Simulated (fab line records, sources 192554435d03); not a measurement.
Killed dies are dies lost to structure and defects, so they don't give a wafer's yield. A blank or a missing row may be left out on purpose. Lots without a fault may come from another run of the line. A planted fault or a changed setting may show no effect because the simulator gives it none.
Which tool did it? | flow n5_finfet | 24 lots, 72 wafers sampled, at 3 steps of a route of 1938

WHAT THE GAUGES READ, wafer by wafer
N5_BEOL_M13_RS_MEAS_54: measures by four-point-probe.
lot  | measured     | on            | M13_RS (ohm/sq)
L075 | day 11 08:16 | film_metro-01 | 0.0451 0.0460 0.0462
L074 | day 11 14:38 | film_metro-01 | 0.0446 0.0446 0.0452
L077 | day 11 14:44 | film_metro-01 | 0.0458 0.0453 0.0458
L078 | day 11 21:08 | film_metro-02 | 0.0444 0.0454 0.0456
L079 | day 12 04:13 | film_metro-01 | 0.0456 0.0457 0.0456
L076 | day 12 04:30 | film_metro-01 | 0.0457 0.0452 0.0455
L080 | day 12 14:57 | film_metro-01 | 0.0442 0.0439 0.0438
L081 | day 12 15:04 | film_metro-02 | 0.0455 0.0448 0.0454
L082 | day 12 19:11 | film_metro-02 | 0.0456 0.0452 0.0457
L083 | day 13 08:06 | film_metro-02 | 0.0453 0.0454 0.0456
L084 | day 13 12:19 | film_metro-02 | 0.0456 0.0451 0.0443
L087 | day 14 01:38 | film_metro-02 | 0.0457 0.0453 0.0457
L085 | day 14 03:19 | film_metro-02 | 0.0465 0.0457 0.0462
L088 | day 14 08:37 | film_metro-02 | 0.0454 0.0450 0.0455
L086 | day 14 12:23 | film_metro-01 | 0.0447 0.0449 0.0453
L089 | day 14 17:43 | film_metro-01 | 0.0443 0.0452 0.0447
L090 | day 15 02:34 | film_metro-02 | 0.0455 0.0449 0.0458
L091 | day 15 06:23 | film_metro-01 | 0.0457 0.0454 0.0459
L093 | day 15 11:01 | film_metro-01 | 0.0461 0.0441 0.0447
L092 | day 15 20:09 | film_metro-02 | 0.0458 0.0465 0.0452
L095 | day 16 04:11 | film_metro-02 | 0.0450 0.0448 0.0451
L094 | day 16 04:43 | film_metro-02 | 0.0463 0.0454 0.0457
L096 | day 16 07:35 | film_metro-01 | 0.0443 0.0453 0.0448
L097 | day 16 16:34 | film_metro-02 | 0.0459 0.0454 0.0456

N5_BEOL_M14_OVL_MEAS_11.
lot  | measured     | on         | V13_OVL (nm)
L075 | day 11 08:58 | overlay-02 | -4 -6 -8
L074 | day 11 15:13 | overlay-02 | -3 -11 -9
L077 | day 11 15:27 | overlay-02 | -6 -1 -1
L078 | day 11 21:44 | overlay-02 | -4 -1 -7
L079 | day 12 04:48 | overlay-02 | -2 -5 3
L076 | day 12 05:13 | overlay-02 | -8 -4 -3
L080 | day 12 15:33 | overlay-01 | 4 6 -3
L081 | day 12 15:40 | overlay-02 | 4 6 4
L082 | day 12 19:53 | overlay-02 | -11 -4 -14
L083 | day 13 08:56 | overlay-02 | -3 -12 -2
L084 | day 13 12:55 | overlay-01 | -4 1 -4
L087 | day 14 02:21 | overlay-02 | -9 3 -10
L085 | day 14 04:07 | overlay-01 | 1 4 -4
L088 | day 14 09:12 | overlay-01 | -2 -3 -5
L086 | day 14 12:58 | overlay-01 | -1 6 7
L089 | day 14 18:19 | overlay-02 | -6 -3 0
L090 | day 15 03:17 | overlay-02 | -4 -13 -8
L091 | day 15 07:07 | overlay-01 | 0 -2 1
L093 | day 15 11:37 | overlay-02 | -3 -4 5
L092 | day 15 20:53 | overlay-01 | -1 -1 -2
L095 | day 16 04:46 | overlay-02 | -8 -4 -12
L094 | day 16 05:26 | overlay-01 | -8 -7 1
L096 | day 16 08:15 | overlay-02 | 0 -5 0
L097 | day 16 17:09 | overlay-02 | 3 -7 -4

WHICH TOOL RAN EACH LOT (tool, then ch and the chambers of the sampled wafers, then the start)
lot  | N5_BEOL_M13_SPUTTER_44
L075 | pvd_sputter-02, day 11 06:59
L074 | pvd_sputter-03, day 11 13:33
L077 | pvd_sputter-02, day 11 13:35
L078 | pvd_sputter-01, day 11 20:04
L079 | pvd_sputter-03, day 12 03:05
L076 | pvd_sputter-01, day 12 03:25
L080 | pvd_sputter-03, day 12 13:44
L081 | pvd_sputter-02, day 12 13:48
L082 | pvd_sputter-01, day 12 17:59
L083 | pvd_sputter-03, day 13 07:00
L084 | pvd_sputter-02, day 13 10:53
L087 | pvd_sputter-01, day 14 00:34
L085 | pvd_sputter-01, day 14 02:13
L088 | pvd_sputter-01, day 14 07:10
L086 | pvd_sputter-02, day 14 11:18
L089 | pvd_sputter-01, day 14 16:30
L090 | pvd_sputter-02, day 15 00:32
L091 | pvd_sputter-02, day 15 05:17
L093 | pvd_sputter-02, day 15 09:56
L092 | pvd_sputter-01, day 15 18:52
L095 | pvd_sputter-01, day 16 03:06
L094 | pvd_sputter-02, day 16 03:38
L096 | pvd_sputter-02, day 16 06:29
L097 | pvd_sputter-01, day 16 15:22
- N5_BEOL_M13_SPUTTER_44: material Ta, target thk 10 nm, time 16.13 s.

WHAT THE TOOLS THEMSELVES READ (means of the sampled wafers that have a number; where no wafer has one, the mark that the record gives instead)
N5_BEOL_M13_SPUTTER_44.
lot  | tool           | bias_v (V) | substrate_temp_c (C) | throttle_valve_pct (%)
L075 | pvd_sputter-02 | 79.7       | 49.95                | 30.4
L074 | pvd_sputter-03 | 79.9       | 50.00                | 30.1
L077 | pvd_sputter-02 | 80.0       | 49.91                | 30.3
L078 | pvd_sputter-01 | 80.3       | 50.03                | 29.1
L079 | pvd_sputter-03 | 79.3       | 50.09                | 30.9
L076 | pvd_sputter-01 | 79.8       | 49.94                | 29.7
L080 | pvd_sputter-03 | 80.3       | 49.92                | 29.2
L081 | pvd_sputter-02 | 80.0       | 50.03                | 29.8
L082 | pvd_sputter-01 | 79.9       | 49.95                | 29.2
L083 | pvd_sputter-03 | 79.4       | 49.95                | 31.7
L084 | pvd_sputter-02 | 79.5       | 50.01                | 30.4
L087 | pvd_sputter-01 | 80.3       | 49.98                | 29.3
L085 | pvd_sputter-01 | 81.1       | 49.98                | 29.0
L088 | pvd_sputter-01 | 80.3       | 50.04                | 29.8
L086 | pvd_sputter-02 | 79.7       | 50.08                | 29.8
L089 | pvd_sputter-01 | 79.1       | 50.07                | 30.1
L090 | pvd_sputter-02 | 80.0       | 50.05                | 29.8
L091 | pvd_sputter-02 | 79.8       | 49.94                | 28.5
L093 | pvd_sputter-02 | 80.4       | 49.89                | 29.9
L092 | pvd_sputter-01 | 79.7       | 50.00                | 29.1
L095 | pvd_sputter-01 | 80.2       | 49.96                | 29.5
L094 | pvd_sputter-02 | 79.4       | 49.95                | 31.2
L096 | pvd_sputter-02 | 80.7       | 49.88                | 29.9
L097 | pvd_sputter-01 | 80.4       | 49.95                | 29.0

THE ANSWER, worked out from the rows above alone
Rule: what is usual is taken from the lots themselves. Put in order of their means at a reading, lots are off if they are a third of the lots or fewer, leave a main group of 4 or more, and stand apart from it by a gap of 3 or more times the standard deviation of the main group's means; of several such gaps the widest counts. A main group whose means are all the same, to the digits that the tables above print for the reading, isn't used. A lot without any number at a reading at which 4 lots or more have one is off too. The other lots that the step has rows for count as sound. The gauges are gone through in route order, then the tools' own readings, and for those a lot's mean is taken as printed above. The first step at which some lot is off is used, and at that step the reading that is off furthest; a lot without a number counts as furthest.
No lot is off at any reading shown: from this, nothing can be told.

WHAT THE SIMULATOR HAD PUT IN
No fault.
